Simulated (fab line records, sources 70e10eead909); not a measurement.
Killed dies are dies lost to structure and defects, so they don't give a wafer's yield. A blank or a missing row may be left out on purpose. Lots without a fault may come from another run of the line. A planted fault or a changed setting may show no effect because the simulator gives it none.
fab line records | flow nand_harc
record lots=6 wafers=18 last_day=24
route steps=1159 shown P_STI@77 END@1159
lots that met no fault: from a run of the same line without faults
start_h: hours from the record's first day to the start of the lot's first wafer shown | wait_h: hours since the lot's step before | " the same as in the row above | L1.1+2: a row that stands for several wafers | - no value, or no start given | * or withheld: withheld | < > ~ a bound
route shown NAME@n: a module of which the file shows steps, and the number in the route of the first | usual: mean/standard deviation of fault-free wafers | same: alike in all rows | chamber/n: place in a boat | sites: the reading at each site | _std_site: their standard deviation | _edge_site: outer sites' mean less inner sites' | radius_mm: how far each site lies from the wafer's centre | mask NAME#n: copy n | behind: the tool/chamber that last shaped the wafer | hold: why the lot was held/for how many hours/how that ended | device: the transistor (n, p or np) that didn't switch | end of line: the same wafers' tests at the end of the route | a step without rows: its recipe alone | killed: dies lost to structure and defects at the first sort, not the wafer's yield | map: a wafer's dies, x killed, . not, _ none there
set.NAME: the setting as run; set.NAME@STEP: as run at that earlier step | model.NAME: the simulator's own value behind a step, which no gauge read
lots at some steps of the route; a table a step, a row a wafer
services: from which hour (start_h, from the record's first day; less than 0 if before it) a tool's chamber was out of use, for how many hours, and why
## steps
# step NHARC_P_STI_COAT_03
# recipe spin_rpm=2000 resist_thk_nm=600
# step NHARC_P_STI_SOFTBAKE_04
# recipe temp_c=125 time_s=70
# step NHARC_P_STI_EBR_05
# step NHARC_P_STI_EXPOSE_06
# recipe na=0.55 target_cd_nm=200 dose_mj=37.69 mask_id=P_STI
# step NHARC_P_STI_PEB_07
# recipe peb_temp_c=128 peb_time_s=80
# step NHARC_P_STI_DEVELOP_08
# recipe time_s=50 dev_temp_c=22
# step NHARC_P_STI_CD_MEAS_09
# recipe target_cd_nm=200 landing_energy_ev=500
# usual cd_nm=200/4
# columns lot.wafer tool chamber start_h wait_h cd_nm
L452.2 cd_sem-02 0 31.39 - 194
L452.4 " 0 " " 195
L452.5 " 0 " " 195
L462.1 cd_sem-03 0 91.67 - 199
L462.2 " 0 " " 197
L462.5 " 0 " " 196
L467.2 cd_sem-02 0 131.16 - 203
L467.4 " 0 " " 200
L467.5 " 0 " " 202
L469.2 cd_sem-01 0 138.44 - 196
L469.4 " 0 " " 195
L469.5 " 0 " " 194
L472.3 cd_sem-03 0 159.24 - 206
L472.5 " 0 " " 203
L472.6 " 0 " " 204
L475.1 cd_sem-03 0 172.58 - 204
L475.3 " 0 " " 198
L475.6 " 0 " " 201
# step NHARC_P_STI_OVL_MEAS_10
# usual overlay_x_nm=-1/5 overlay_y_nm=0/5.7
# columns lot.wafer tool chamber start_h wait_h overlay_x_nm overlay_y_nm
L452.2 overlay-01 - 31.48 - -13 -12
L452.4 " - " " -12 -13
L452.5 " - " " -13 -12
L462.1 overlay-02 - 91.76 - 3 0
L462.2 " - " " 3 0
L462.5 " - " " 3 0
L467.2 overlay-02 - 131.25 - -5 5
L467.4 " - " " -4 4
L467.5 " - " " -5 5
L469.2 overlay-02 - 138.53 - -1 -1
L469.4 " - " " -2 -1
L469.5 " - " " -2 -1
L472.3 overlay-02 - 159.32 - 2 0
L472.5 " - " " 1 0
L472.6 " - " " 1 0
L475.1 overlay-02 - 172.68 - -8 -4
L475.3 " - " " -6 -5
L475.6 " - " " -7 -4
# step NHARC_P_STI_INSPECT_11
# usual raw_defect_count=5.7/2.7
# columns lot.wafer tool chamber start_h wait_h raw_defect_count
L452.2 defect_inspect-02 - 31.52 0.0 4
L452.4 " - " " 6
L452.5 " - " " 6
L462.1 defect_inspect-02 - 91.80 0.0 4
L462.2 " - " " 5
L462.5 " - " " 5
L467.2 defect_inspect-02 - 131.28 0.0 10
L467.4 " - " " 6
L467.5 " - " " 6
L469.2 defect_inspect-02 - 138.57 0.0 11
L469.4 " - " " 7
L469.5 " - " " 5
L472.3 defect_inspect-02 - 159.36 0.0 5
L472.5 " - " " 6
L472.6 " - " " 5
L475.1 defect_inspect-02 - 172.71 0.0 12
L475.3 " - " " 4
L475.6 " - " " 8
# step NHARC_P_STI_HARDBAKE_13
# recipe temp_c=118 time_s=65
# step NHARC_P_STI_DESCUM_14
# recipe time_s=3 o2_flow_sccm=200 ar_flow_sccm=0 bias_power_w=0 chemistry=O2
# usual drypump_motor_current_A=5.6/0.43 oes_product_au=1.008/0.012 rf_vpp_V=57.9/0.85 showerhead_plenum_p_Torr=1.94/0.075 throttle_valve_pct=11.310/0.009
# columns lot.wafer tool chamber start_h wait_h drypump_motor_current_A oes_product_au rf_hours_counter_h rf_vpp_V showerhead_plenum_p_Torr throttle_valve_pct
L452.4 rie_diel-06 2 31.65 - 5.4 1.003 3.9 58.4 2.06 11.305
L452.2 " 1 " " 5.3 1.011 3.7 60.0 1.97 11.313
L452.5 " 3 " " 6.0 1.016 - 57.9 1.95 11.319
L462.2 rie_diel-12 0 91.93 - 5.0 1.026 1.0 57.7 1.93 11.319
L462.1 " 2 " " 5.7 1.011 1.0 57.4 1.82 11.307
L462.5 " 0 " " 5.0 1.017 - 57.7 1.93 11.315
L467.4 rie_diel-12 1 131.42 - 6.1 1.007 2.0 58.1 2.06 11.323
L467.2 " 3 " " 5.6 1.005 1.8 58.7 2.00 11.304
L467.5 " 1 " " 6.0 1.001 - 58.1 2.06 11.299
L469.2 rie_diel-12 3 138.70 - 5.6 1.005 2.1 57.5 2.00 11.309
L469.4 " 0 " " 5.0 1.023 2.2 56.3 1.93 11.318
L469.5 " 3 " " 5.6 1.024 - 57.4 2.00 11.303
L472.3 rie_diel-11 3 159.52 - 5.7 1.023 8.9 58.0 1.89 11.293
L472.6 " 0 " " 5.5 1.013 - 59.0 1.89 11.297
L472.5 " 1 " " 5.4 1.021 - 56.5 1.82 11.305
L475.1 rie_diel-06 1 172.87 - 5.4 0.987 3.0 59.0 1.97 11.306
L475.3 " 2 " " 5.4 1.002 3.4 60.0 2.06 11.303
L475.6 " 3 " " 6.0 1.009 - 58.0 1.94 11.309
# step NHARC_P_STI_ETCH_42
# recipe target_depth_a=800 overetch_a=240 time_s=61 ion_energy_ev=200 n2_flow_sccm=150 h2_flow_sccm=150 ar_flow_sccm=0 rf_w=400 bias_w=150 chemistry=N2/H2
# usual drypump_motor_current_A=5.6/0.43 oes_product_au=1.008/0.013 rf_vpp_V=431.2/2.5 run_length_s=82.2/0.46 showerhead_plenum_p_Torr=2.07/0.081 throttle_valve_pct=14.170/0.009
# columns lot.wafer tool chamber start_h wait_h drypump_motor_current_A oes_product_au rf_hours_counter_h rf_vpp_V run_length_s showerhead_plenum_p_Torr throttle_valve_pct
L452.2 rie_diel-06 3 31.74 0.1 5.9 1.019 4.1 431.5 82.5 2.08 14.166
L452.4 " 1 " " 5.3 1.006 3.7 432.7 81.6 2.10 14.168
L452.5 " 3 " " 5.9 1.014 - 431.7 82.1 2.08 14.164
L462.2 rie_diel-12 1 92.02 0.1 6.0 1.001 1.0 435.2 82.5 2.20 14.146
L462.1 " 2 " " 5.7 1.013 1.0 426.9 81.9 1.94 14.172
L462.5 " 0 " " 5.0 1.021 - 431.0 82.0 2.06 14.156
L467.2 rie_diel-12 1 131.51 0.1 6.0 1.017 2.0 435.6 82.4 2.20 14.168
L467.4 " 3 " " 5.6 1.033 1.8 433.9 82.3 2.13 14.175
L467.5 " 1 " " 6.0 1.020 - 435.0 82.8 2.20 14.173
L469.4 rie_diel-12 0 138.79 0.1 5.0 1.010 2.2 432.4 82.0 2.06 14.169
L469.2 " 2 " " 5.6 1.005 2.1 428.6 82.0 1.94 14.167
L469.5 " 0 " " 5.0 1.025 - 430.6 82.0 2.06 14.175
L472.3 rie_diel-11 3 159.59 0.1 5.7 1.016 8.9 430.0 82.4 2.02 14.181
L472.6 " 2 " " 6.5 0.980 - 427.4 82.4 2.01 14.170
L472.5 " 3 " " 5.7 1.011 - 430.6 82.5 2.02 14.159
L475.1 rie_diel-06 1 172.94 0.1 5.3 0.989 3.0 431.7 81.7 2.10 14.170
L475.3 " 2 " " 5.4 1.000 3.4 436.1 82.4 2.20 14.166
L475.6 " 1 " " 5.3 0.988 - 430.9 81.9 2.10 14.166
# step NHARC_P_STI_ETCH_31
# recipe target_depth_a=1089 time_s=54.5 cf4_flow_sccm=100 chf3_flow_sccm=30 ar_flow_sccm=0 rf_w=500 bias_w=200 chemistry=CF4/CHF3
# usual drypump_motor_current_A=5.6/0.43 oes_product_au=0.966/0.021 rf_vpp_V=371.1/2 run_length_s=75.7/0.46 showerhead_plenum_p_Torr=1.59/0.059 throttle_valve_pct=16.801/0.0095
# columns lot.wafer tool chamber start_h wait_h drypump_motor_current_A oes_product_au rf_hours_counter_h rf_vpp_V run_length_s showerhead_plenum_p_Torr throttle_valve_pct
L452.4 rie_diel-06 0 31.82 - 5.0 0.974 4.1 369.0 76.8 1.59 16.791
L452.2 " 2 " " 5.4 0.973 4.0 375.8 75.0 1.69 16.809
L452.5 " 0 " " 5.0 0.970 - 371.8 76.0 1.59 16.815
L462.1 rie_diel-12 0 92.10 - 5.0 0.957 1.0 372.1 75.6 1.59 16.794
L462.2 " 1 " " 6.1 0.960 1.1 374.0 76.3 1.69 16.791
L462.5 " 1 " " 6.0 0.963 - 373.9 75.9 1.69 16.796
L467.4 rie_diel-12 0 131.59 - 5.0 0.991 1.9 371.1 76.1 1.59 16.804
L467.2 " 1 " " 6.1 0.975 2.0 373.5 66.7 1.69 16.795
L467.5 " 3 " " 5.6 1.001 - 372.4 76.0 1.64 16.820
L469.4 rie_diel-12 2 138.87 - 5.6 0.990 2.1 368.3 75.5 1.50 16.804
L469.2 " 1 " " 6.1 0.983 2.2 374.5 66.5 1.69 16.805
L469.5 " 2 " " 5.6 0.981 - 368.9 75.8 1.50 16.802
L472.3 rie_diel-11 1 159.66 - 5.5 0.989 8.8 368.3 75.2 1.50 16.814
L472.5 " 1 " " 5.4 0.982 - 367.6 75.1 1.50 16.793
L472.6 " 2 " " 6.5 0.972 - 368.5 75.7 1.55 16.792
L475.3 rie_diel-06 1 173.02 - 5.3 0.907 3.0 371.6 74.9 1.62 16.789
L475.1 " 0 " " 5.0 0.924 3.0 371.3 76.2 1.59 16.809
L475.6 " 2 " " 5.4 0.928 - 374.6 75.1 1.69 16.826
# step NHARC_P_STI_ETCH_15
# recipe target_depth_a=3000 taper_deg=4 time_s=100.1 hbr_flow_sccm=150 cl2_flow_sccm=50 rf_w=400 icp_w=400 bias_w=100 chemistry=HBr/Cl2
# usual drypump_motor_current_A=5.8/0.38 oes_product_au=0.998/0.012 throttle_valve_pct=26.406/0.0092
# columns lot.wafer tool chamber start_h wait_h drypump_motor_current_A oes_product_au rf_hours_counter_h throttle_valve_pct
L452.4 rie_si-01 1 31.93 - 5.8 0.992 0.5 26.413
L452.2 " 0 " " 5.3 1.015 0.4 26.401
L452.5 " 1 " " 5.8 0.989 - 26.403
L462.2 rie_si-02 2 92.22 - 5.1 1.003 0.5 26.404
L462.1 " 3 " " 5.9 0.972 0.4 26.401
L462.5 " 2 " " 5.0 1.014 - 26.394
L467.2 rie_si-02 2 131.71 - 5.0 1.015 0.8 26.408
L467.4 " 3 " " 5.9 0.990 0.7 26.406
L467.5 " 2 " " 5.0 1.016 - 26.412
L469.4 rie_si-01 0 138.98 - 5.2 0.994 0.0 26.403
L469.2 " 1 " " 5.8 1.001 0.0 26.392
L469.5 " 0 " " 5.2 0.989 - 26.404
L472.3 rie_si-05 1 159.80 - 5.5 1.025 0.7 26.418
L472.5 " 3 " " 6.2 1.016 - 26.407
L472.6 " 0 " " 5.7 1.002 - 26.404
L475.1 rie_si-01 1 173.13 - 5.8 0.993 0.3 26.394
L475.3 " 0 " " 5.3 0.989 0.3 26.415
L475.6 " 1 " " 5.7 0.991 - 26.419
# step NHARC_END_SORT_01
# recipe temp_c=25
# usual killed_at_array=30/10 killed_at_other=0.5/0.82 killed_at_periphery=2.9/2 killed_dies=34/11 killed_open=3.2/1.8 killed_short=2.0/1.4
# same gross_dies=677
# columns lot.wafer tool chamber start_h wait_h killed_at_array killed_at_other killed_at_periphery killed_dies killed_open killed_short
L467.2 prober-02 0 552.69 2.8 31 1 37 69 2 1
L469.2 prober-02 0 568.32 2.8 43 0 85 128 6 4
# killed by level:class
L467.2 P_STI:area_etch=35 A_SLIT:chamber_film_flake=15 A_CHANNEL_HOLE_D1:chamber_film_flake=6 A_STAIRCASE:chamber_film_flake=3 A_CONTACT:chamber_film_flake=2 A_BLC:chamber_film_flake=2 A_ONON_D1:geometric_particle:open=1 A_CHANNEL_FILL_D1:geometric_particle:short=1
L469.2 P_STI:area_etch=80 A_SLIT:chamber_film_flake=17 A_CHANNEL_HOLE_D1:chamber_film_flake=16 A_CONTACT:geometric_particle:open=4 A_WL_FILL:geometric_particle:short=3 P_STI:chamber_film_flake=2 P_GATE:geometric_particle:short=1 P_M0:geometric_particle:open=1
# map L467.2 (x killed, . not)
____________.____________
_________......._________
_______..........._______
______.............______
_____..............._____
____.................____
____.................____
___...................___
___...................___
__.....................__
__.....................__
_...x.....x.....x......._
_...........x..........._
_......................._
_......................._
_......................._
.........................
...x..................x..
x......................x.
x.x....................xx
....x.................x..
_...xx............x...x._
_....xxx................_
_.xx.x......x........x.._
_..x.x.x............x..._
_.xxx..x................_
__..x..x............x.x__
__.x................x..__
___x..............x...___
___.....x....x..xx....___
____x...xx.......x.x.____
____x.x.x..........x.____
_____x......xx...x.x_____
______.............______
_______x.x..xx...x_______
_________....xxx_________
____________x____________
# map L469.2 (x killed, . not)
____________.____________
_________......._________
_______..........._______
______..........xx.______
_____....x.........._____
____................x____
____.........x.......____
___...................___
___................x.x___
__.............x.......__
__....................x__
_....................xxx_
_..................x.xxx_
_.....................xx_
_.....................xx_
_.......x............xx._
...........x.....xx.xxxxx
..................x......
x...x..............x...x.
.x.....................xx
...x.................x.xx
_.x.xxx..x...........xxx_
_...xxxx.............x.._
_.x.x..x............x..._
_x..xx..............x..x_
_xx..x................xx_
__x.x................xx__
__x................x.xx__
___x..x.............xx___
___xx..............x.x___
____xx...........x.xx____
____x..x..x.......xxx____
_____xxxx.....xx.xxx_____
______.xx.x....xxx.______
_______xxxxx..xxxx_______
_________x.xxxxx_________
____________x____________
## services
# columns tool chamber start_h hours kind
rie_diel-11 0 8.63 9.8 repair
rie_diel-11 - 12.50 9.0 pm
rie_si-02 1 12.90 5.6 repair
rie_diel-12 0 20.85 9.5 repair
rie_diel-12 - 25.40 9.0 pm
rie_diel-12 1 25.40 9.0 vent_cycle
rie_diel-12 2 25.40 9.0 vent_cycle
rie_diel-12 3 25.40 9.0 vent_cycle
rie_si-05 1 25.55 1.8 repair
rie_diel-11 2 32.93 5.1 repair
rie_si-02 - 34.00 9.0 pm
rie_diel-12 0 34.40 - clean
rie_diel-12 1 34.40 - clean
rie_diel-12 2 34.40 - clean
rie_diel-06 2 48.48 5.0 repair
rie_si-02 3 57.51 1.5 repair
rie_si-05 - 62.00 9.0 pm
rie_diel-06 - 64.20 9.0 pm
rie_diel-06 1 76.39 4.0 repair
rie_diel-11 1 76.69 8.8 repair
rie_si-01 0 77.37 35.5 repair
rie_si-01 1 109.74 9.4 repair
rie_si-05 0 114.65 4.0 repair
rie_si-01 - 127.00 9.0 pm
## key
first_sign step=NHARC_P_STI_ETCH_31 reading=run_length_s direction=down sigmas=20 usual=* struck=*
effect step=NHARC_END_SORT_01 reading=killed_at_periphery direction=up sigmas=29 usual=2.9 struck=61
more_kills_born_at NHARC_P_STI_ETCH_31@rie_diel-12=115
met_at NHARC_P_STI_ETCH_31
struck_wafers L467.2,L469.2
tester_left_out L467,L469
onset_between 92.10 131.59
fault kind=process_parameter_drift tool=rie_diel-12 chamber=- onset_h=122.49 steps=NHARC_P_STI_ETCH_31 channel=time_s offset=* shape=step end_h=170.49 scope=struck_wafers_only acts_in=* stated=*
# tester_left_out: of these lots the tester's yield and bins aren't shown, on N5 and GAA mostly nor the transistor test; their killed dies are dies lost to structure and defects alone, not to doping, threshold or leakage, so they don't give the yield
